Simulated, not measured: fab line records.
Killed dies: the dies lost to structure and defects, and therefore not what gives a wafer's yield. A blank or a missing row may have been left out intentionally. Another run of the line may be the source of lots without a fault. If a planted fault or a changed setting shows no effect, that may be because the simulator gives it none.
A lot that was struck, set against a sound lot | flow nand-harc | 31 steps out of a route of 1302
Sound: the wafers L763.2, L763.3, L763.4. Wafers L751.3, L751.4, L751.6 were the ones struck. The cause is named last.
Order at every step that has rows: each side's tool, ch and its chambers, its first start. Under that, the readings that differ: sound wafers | struck wafers | difference of the means | sigmas: that difference in standard deviations of wafers without a fault.
alike: words and numbers the same on both sides, and readings whose means are apart by under 2 such deviations; not compared: readings that were withheld, readings missing a value for some wafer, numbers with overlapping values and no deviation given by the record, and bounds like >300 which may hide the same value.
A row with sigmas, a row that says differs or no value, or rows on one side alone: a step with any of these is where the two part. Numbers that have no deviation but don't overlap get no sigmas and don't part them. A reading missing from all wafers of one side parts the sides only when that side holds two or more wafers.

first, 1 step without rows for these wafers: NHARC_A_CONTACT_ETCH_127 (etches the open film in C4F8/O2/Ar, time 197 s, target depth 1918 nm).
NHARC_A_CONTACT_ETCH_128: etches the open film in C4F8/O2/Ar, time 197 s, target depth 1918 nm.
  sound on har-cap-etch-01 ch 0,1, day 28 18:43; struck on har-cap-etch-01 ch 0,1, day 24 03:52
  not compared: rf-hours-counter-h
then, 1 step without rows for these wafers: NHARC_A_CONTACT_ETCH_129 (etches the open film in C4F8/O2/Ar, time 197 s, target depth 1918 nm).
NHARC_A_CONTACT_ETCH_130: etches the open film in C4F8/O2/Ar, time 197 s, target depth 1918 nm.
  sound on har-cap-etch-01 ch 0,1, day 28 19:04; struck on har-cap-etch-01 ch 0,1, day 24 04:13
  not compared: rf-hours-counter-h
NHARC_A_CONTACT_ETCH_131: etches the open film in C4F8/O2/Ar, time 197 s, target depth 1918 nm.
  sound on har-cap-etch-01 ch 0,1, day 28 19:15; struck on har-cap-etch-01 ch 0,1, day 24 04:24
  not compared: rf-hours-counter-h
then, 4 steps without rows for these wafers: NHARC_A_CONTACT_ETCH_132 (etches the open film in C4F8/O2/Ar, time 197 s, target depth 1924 nm); NHARC_A_CONTACT_ETCH_133 (etches the open film in C4F8/O2/Ar, time 374 s, target depth 1610 nm); NHARC_A_CONTACT_ETCH_91 (etches the open film in CH3F/O2, target depth 40 nm, time 85.7 s); NHARC_A_CONTACT_ETCH_97 (etches the open film in C4F6/O2, target depth 20 nm, time 10 s).
NHARC_A_CONTACT_CD_MEAS_80:
  sound on cd-sem-01, day 28 20:37; struck on cd-sem-03, day 24 05:42
  reading    | sound             | struck            | difference | sigmas
  cd-nm (nm) | 290.8 290.6 290.0 | 288.4 288.1 287.9 | -2.3       | -3
then, 2 steps without rows for these wafers: NHARC_A_CONTACT_STRIP_103 (strips in N2/H2); NHARC_A_CONTACT_STRIP_104 (strips in CF4/CHF3).
NHARC_A_CONTACT_STRIP_105: strips in O2/COS.
  sound on rie-diel-02 ch 0,2,3, day 28 20:50; struck on rie-diel-02 ch 0,1, day 24 05:56
NHARC_A_CONTACT_ETCH_106: etches the open film in CF4/O2, target depth 90 nm, overetch 9 nm, time 49.5 s.
  sound on rie-diel-02 ch 1,2,3, day 28 20:54; struck on rie-diel-02 ch 0,1,3, day 24 06:00
  alike: bias-w, drypump-motor-current-A, oes-product-au, rf-vpp-V, showerhead-plenum-p-Torr, throttle-valve-pct
  not compared: rf-hours-counter-h
then, 3 steps without rows for these wafers: NHARC_A_CONTACT_STRIP_82 (strips in O2); NHARC_A_CONTACT_STRIP_83 (strips in post etch residue remover, time 600 s); NHARC_A_CONTACT_DEP_84 (deposits aC, target thk 2800 nm).
NHARC_A_CONTACT_DEP_85: deposits SiON, target thk 60 nm.
  sound on pecvd-04 ch 0,1,2, day 29 02:58; struck on pecvd-02 ch 0,1, day 24 11:43
  alike: heater-power-w
then, 10 steps without rows for these wafers: NHARC_A_CONTACT_DEHYDRATE_00 (time 120 s); NHARC_A_CONTACT_HMDS_01 (time 30 s); NHARC_A_CONTACT_COAT_86 (time 75 s); NHARC_A_CONTACT_COAT_87 (time 65 s); NHARC_A_CONTACT_COAT_02 (resist thk 90 nm); NHARC_A_CONTACT_SOFTBAKE_03 (time 55 s); NHARC_A_CONTACT_EBR_04; NHARC_A_CONTACT_EXPOSE_05 (exposes mask A CC); NHARC_A_CONTACT_PEB_06 (peb time 65 s); NHARC_A_CONTACT_DEVELOP_07 (develop time 35 s).
NHARC_A_CONTACT_CD_MEAS_08 targets a cd of 200 nm.
  sound on cd-sem-03 ch 0, day 29 03:32; struck on cd-sem-03 ch 0, day 24 12:26
  alike: cd-nm
NHARC_A_CONTACT_OVL_MEAS_09:
  sound on overlay-01, day 29 03:37; struck on overlay-01, day 24 12:31
  alike: overlay-x-nm, overlay-y-nm
-- break in the record here, with 3 days between the starts of the struck wafers on either side (left off in module A_CONTACT, picked up again in module END, where the first step shown is number 1302 on the route) --
NHARC_END_SORT_01:
  the record has rows for the struck wafers here (prober-02 ch 0, day 27 13:47) and none for the sound ones

== WHERE THEY PART ==
Earliest at NHARC_A_CONTACT_CD_MEAS_80; latest, in this record, at NHARC_END_SORT_01.

WHY: what the simulator had put in
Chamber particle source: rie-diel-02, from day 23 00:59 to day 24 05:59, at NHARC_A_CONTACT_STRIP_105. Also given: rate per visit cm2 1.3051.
